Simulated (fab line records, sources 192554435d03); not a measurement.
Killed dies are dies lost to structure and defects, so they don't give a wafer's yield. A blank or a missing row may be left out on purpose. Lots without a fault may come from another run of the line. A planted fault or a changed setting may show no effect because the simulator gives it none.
Which tool did it? | flow n5_finfet | 9 lots, 27 wafers sampled, at 6 steps of a route of 1938

WHAT THE GAUGES READ, wafer by wafer
N5_BEOL_M4_RC_MEAS_101. Usual: DIBL_N 36.6 mV/V, standard deviation 1.9; DIBL_P 36.7 mV/V, standard deviation 2.2; IOFF_N 0.16 nA/um, standard deviation 0.035; IOFF_P 0.22 nA/um, standard deviation 0.038; ION_N 672 uA/um, standard deviation 14; ION_P 462 uA/um, standard deviation 8.3; SS_N 71.6 mV/dec, standard deviation 0.65; SS_P 73.5 mV/dec, standard deviation 0.72; VT_N 250 mV, standard deviation 3.5; VT_P -250 mV, standard deviation 3.1.
lot  | measured     | on        | DIBL_N (mV/V)  | DIBL_P (mV/V)  | IOFF_N (nA/um) | IOFF_P (nA/um) | ION_N (uA/um) | ION_P (uA/um) | SS_N (mV/dec)  | SS_P (mV/dec)  | VT_N (mV)   | VT_P (mV)      | flag
L331 | day 10 06:55 | prober-02 | 35.6 37.4 34.8 | 35.6 37.6 36.4 | 0.12 0.16 0.13 | 0.20 0.22 0.21 | 653 651 661   | 462 448 462   | 71.6 72.3 70.8 | 72.9 73.5 73.2 | 255 252 253 | -250 -251 -248 |
L332 | day 10 10:27 | prober-02 | 35.9 37.2 36.9 | 36.8 37.1 37.2 | 0.17 0.17 0.16 | 0.24 0.22 0.23 | 691 664 670   | 476 455 462   | 71.0 72.0 72.5 | 73.7 74.0 74.4 | 249 251 252 | -249 -249 -249 |
L334 | day 10 22:46 | prober-01 | 36.2 36.9 35.3 | 36.5 37.1 35.5 | 0.14 0.16 0.13 | 0.21 0.23 0.20 | 674 673 674   | 459 467 465   | 71.4 71.7 71.0 | 73.3 74.2 73.5 | 256 251 251 | -252 -245 -250 |
L336 | day 11 17:17 | prober-02 | 34.1 33.8 33.7 | 33.4 32.8 32.6 | 0.13 0.12 0.12 | 0.17 0.16 0.16 | 650 656 642   | 448 454 439   | 71.7 71.4 71.3 | 72.8 72.9 72.9 | 254 256 258 | -253 -253 -251 |
L338 | day 11 17:41 | prober-01 | 39.4 37.4 37.5 | 38.3 34.6 36.3 | 0.19 0.15 0.16 | 0.29 0.22 0.26 | 660 660 674   | 458 462 468   | 72.1 71.8 72.5 | 74.2 73.2 73.5 | 249 252 251 | -245 -248 -248 |
L345 | day 13 09:16 | prober-02 | 40.8 35.1 36.6 | 42.0 35.6 36.8 | 0.26 0.14 0.16 | 0.32 0.21 0.21 | 692 663 676   | 467 457 462   | 72.9 71.1 71.7 | 74.4 73.1 73.4 | 245 251 250 | -245 -249 -251 |
L344 | day 13 13:35 | prober-02 | 38.5 39.1 37.1 | 37.6 38.6 36.5 | 0.19 0.21 0.17 | 0.21 0.23 0.20 | 674 693 686   | 453 471 466   | 72.4 72.5 71.5 | 74.1 74.6 73.9 | 246 247 246 | -251 -252 -253 |
L348 | day 14 07:49 | prober-02 | 38.0 39.0 37.8 | 37.2 39.1 36.6 | 0.19 0.23 0.18 | 0.26 0.31 0.25 | 699 682 674   | 472 467 463   | 71.8 71.8 72.4 | 73.5 74.1 73.6 | 249 245 248 | -244 -244 -245 |
L349 | day 14 16:10 | prober-01 | 37.0 36.8 38.7 | 38.4 38.0 39.6 | 0.17 0.17 0.20 | 0.22 0.24 0.26 | 674 676 694   | 467 459 470   | 71.4 72.2 72.2 | 73.3 74.1 73.6 | 251 248 249 | -250 -248 -248 |

N5_BEOL_M11_OVL_MEAS_29. Usual: V10_OVL -0.2 nm, standard deviation 0.71.
lot  | measured     | on         | V10_OVL (nm)   | flag
L331 | day 12 20:51 | overlay-01 | -1.1 -0.1 0.3  |
L332 | day 12 20:49 | overlay-01 | -1.2 -1.1 -1.7 |
L334 | day 13 21:36 | overlay-02 | -0.3 0.1 0.0   |
L336 | day 14 17:29 | overlay-02 | -0.8 -0.6 0.5  |
L338 | day 14 10:18 | overlay-02 | -2.0 -1.4 -1.2 |
L345 | day 16 03:52 | overlay-01 | -0.3 0.1 0.7   |
L344 | day 16 12:52 | overlay-01 | 0.9 0.9 0.6    |
L348 | day 17 12:56 | overlay-02 | -0.9 -0.5 -0.5 |
L349 | day 17 17:45 | overlay-01 | -0.4 -1.2 -1.0 |

N5_BEOL_M11_INSPECT_58: inspects for defects (darkfield). Usual: raw_defect_count 80, standard deviation 27.
lot  | measured     | on                | raw_defect_count | flag
L331 | day 13 01:47 | defect_inspect-01 | 96 107 102       |
L332 | day 13 01:35 | defect_inspect-01 | 65 52 64         |
L334 | day 14 05:37 | defect_inspect-01 | 77 88 86         |
L336 | day 14 20:42 | defect_inspect-01 | 57 73 64         |
L338 | day 14 13:56 | defect_inspect-02 | 47 37 65         |
L345 | day 16 07:04 | defect_inspect-02 | 65 50 53         |
L344 | day 16 18:09 | defect_inspect-01 | 66 91 72         |
L348 | day 17 17:57 | defect_inspect-01 | 102 138 170      |
L349 | day 17 22:34 | defect_inspect-01 | 80 115 102       |

WHICH TOOL RAN EACH LOT (tool, then ch and the chambers of the sampled wafers, then the start)
lot  | N5_BEOL_M11_STRIP_19               | N5_BEOL_M11_ECD_50             | N5_BEOL_M11_CMP_52
L331 | rie_diel-01 ch 1,3, day 12 20:23   | ecd_cu-02 ch 0,1, day 13 00:48 | cmp-01 ch 1,2, day 13 01:21
L332 | rie_diel-06 ch 0,2,3, day 12 20:18 | ecd_cu-01 ch 0,1, day 13 00:43 | cmp-04 ch 0,1,3, day 13 01:11
L334 | rie_diel-01 ch 1,2,3, day 13 19:46 | ecd_cu-01 ch 0,1, day 14 01:10 | cmp-02 ch 1,2,3, day 14 05:15
L336 | rie_diel-06 ch 0,2,3, day 14 14:12 | ecd_cu-02 ch 0,1, day 14 19:51 | cmp-04 ch 1,3, day 14 20:15
L338 | rie_diel-01 ch 1,2,3, day 14 09:46 | ecd_cu-01 ch 0,1, day 14 13:01 | cmp-01 ch 0,1,3, day 14 13:34
L345 | rie_diel-03 ch 1,2, day 16 02:16   | ecd_cu-01 ch 0,1, day 16 06:08 | cmp-02 ch 0,1,3, day 16 06:37
L344 | rie_diel-06 ch 1,2,3, day 16 11:35 | ecd_cu-02 ch 0,1, day 16 17:17 | cmp-02 ch 0,1,3, day 16 17:43
L348 | rie_diel-01 ch 2,3, day 17 12:22   | ecd_cu-01 ch 0,1, day 17 17:03 | cmp-04 ch 1,2,3, day 17 17:31
L349 | rie_diel-06 ch 0,1,3, day 17 17:20 | ecd_cu-02 ch 0,1, day 17 21:44 | cmp-04 ch 0,2,3, day 17 22:12
- N5_BEOL_M11_STRIP_19: strips in O2.
- N5_BEOL_M11_ECD_50: material Cu, target thk 318 nm.
- N5_BEOL_M11_CMP_52: polishes, stops on SiCOH lowk, t overpolish 7 s, target thk 140 nm.

WHAT THE TOOLS THEMSELVES READ (means of the sampled wafers that have a number; where no wafer has one, the mark that the record gives instead)
N5_BEOL_M11_STRIP_19. Usual: drypump_motor_current_A 5.7 A, standard deviation 0.54; oes_product_au 0.77 a.u., standard deviation 0.063; rf_vpp_V 3.7 V, standard deviation 0.57; showerhead_plenum_p_Torr 2.10 Torr, standard deviation 0.06; throttle_valve_pct 16.72 %, standard deviation 0.24.
lot  | tool        | drypump_motor_current_A (A) | oes_product_au (a.u.) | rf_vpp_V (V) | showerhead_plenum_p_Torr (Torr) | throttle_valve_pct (%) | flag
L331 | rie_diel-01 | 6.1                         | 0.78                  | 3.8          | 2.03                            | 16.59                  |
L332 | rie_diel-06 | 6.2                         | 0.78                  | 3.1          | 2.12                            | 16.49                  |
L334 | rie_diel-01 | 5.9                         | 0.74                  | 3.5          | 2.08                            | 16.73                  |
L336 | rie_diel-06 | 6.1                         | 0.76                  | 3.9          | 2.12                            | 16.50                  |
L338 | rie_diel-01 | 5.9                         | 0.75                  | 4.4          | 2.08                            | 16.76                  |
L345 | rie_diel-03 | 5.0                         | 0.77                  | 3.4          | 2.05                            | 16.91                  |
L344 | rie_diel-06 | 5.7                         | 0.74                  | 4.2          | 2.12                            | 16.75                  |
L348 | rie_diel-01 | 6.2                         | 0.76                  | 4.1          | 2.08                            | 16.62                  |
L349 | rie_diel-06 | 5.9                         | 0.78                  | 3.6          | 2.11                            | 16.60                  |

N5_BEOL_M11_CMP_52. Usual: motor_current_A 6.1 A, standard deviation 0.69; platen_rpm 50.00 rpm, standard deviation 0.032; slurry_flow_ml_min 150.0, standard deviation 0.38; time_to_endpoint_s 65.7 s, standard deviation 2.8.
lot  | tool   | motor_current_A (A) | platen_rpm (rpm) | slurry_flow_ml_min | time_to_endpoint_s (s) | flag
L331 | cmp-01 | 5.0                 | 49.99            | 150.2              | 63.8                   |
L332 | cmp-04 | 6.1                 | 50.01            | 149.8              | 63.7                   |
L334 | cmp-02 | 6.4                 | 50.02            | 149.6              | 67.4                   |
L336 | cmp-04 | 6.3                 | 49.99            | 150.1              | 0.2                    | OFF
L338 | cmp-01 | 6.1                 | 49.99            | 149.6              | 1.9                    | OFF
L345 | cmp-02 | 6.7                 | 50.02            | 150.3              | 64.5                   |
L344 | cmp-02 | 6.7                 | 50.02            | 149.5              | 70.7                   |
L348 | cmp-04 | 6.3                 | 50.03            | 150.0              | 66.4                   |
L349 | cmp-04 | 5.7                 | 50.02            | 150.1              | 63.9                   |

THE ANSWER, worked out from the rows above alone
Rule: a lot is off if the mean of its wafers that have a number lies more than 3 standard deviations from the usual mean. A lot without any number at a reading at which 4 lots or more have one is off too. The other lots that the step has rows for count as sound. The gauges are gone through in route order, then the tools' own readings, and for those a lot's mean is taken as printed above. The first step at which some lot is off is used, and at that step the reading that is off furthest; a lot without a number counts as furthest.
Off: L336, L338, at N5_BEOL_M11_CMP_52 (time_to_endpoint_s).
A tool fits if, at that step or a process step before it, it ran every lot that is off, and no sound lot after the first of them. None of those tried fits.

WHAT THE SIMULATOR HAD PUT IN
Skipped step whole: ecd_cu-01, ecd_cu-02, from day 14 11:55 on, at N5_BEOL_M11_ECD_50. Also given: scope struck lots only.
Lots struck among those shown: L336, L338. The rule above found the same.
